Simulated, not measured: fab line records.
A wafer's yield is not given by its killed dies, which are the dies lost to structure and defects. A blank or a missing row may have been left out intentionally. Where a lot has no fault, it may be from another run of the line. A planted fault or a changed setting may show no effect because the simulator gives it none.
Matching of chambers -- flow nand harc -- rie diel-04 running NHARC_A_M1_ETCH_35: 4 sister chambers
The step etches the open film in N2/H2, target depth 40 nm, overetch 12 nm, time 43.94 s. 4 wafers are shown with their chamber, then 11 later ones without.

WAFERS, EACH WITH ITS CHAMBER
wafer,chamber,drypump motor current A (A)
L087.5,2,5.1
L089.5,3,5.3
L089.6,0,6.4
L091.3,1,5.8

WAFERS WITH NO CHAMBER GIVEN
wafer,drypump motor current A (A)
L091.5,5.3
L091.6,6.3
L088.3,6.3
L088.4,5.3
L088.6,5.8
L090.1,5.8
L090.2,5.1
L090.3,6.3
L096.1,5.1
L096.3,5.2
L096.5,5.2

EACH ONE'S CHAMBER
wafer,from the rows above,in truth
L091.5,3,3
L091.6,0,0
L088.3,0,0
L088.4,3,3
L088.6,1,1
L090.1,1,1
L090.2,2,2
L090.3,0,0
L096.1,2,2
L096.3,can't be placed: 3 or 2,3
L096.5,can't be placed: 3 or 2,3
Correct placement for 9 of the 11. Unplaceable from these rows: 2, with the true chamber sitting among the candidates in 2. Wrongly placed: 0.
How it was worked out, from the rows above alone: a wafer's distance from a chamber is the root of the sum, over the readings, of the square of ((its reading less the chamber's mean) divided by the reading's scatter). If the next closest chamber is less than 2 further off than the closest, the wafer can't be placed; otherwise it belongs to the closest. Each chamber's mean is taken over the wafers shown for it. The scatter (one wafer shown for each chamber): square how far every hidden wafer sits from the nearest shown wafer, average those squares and take the square root.
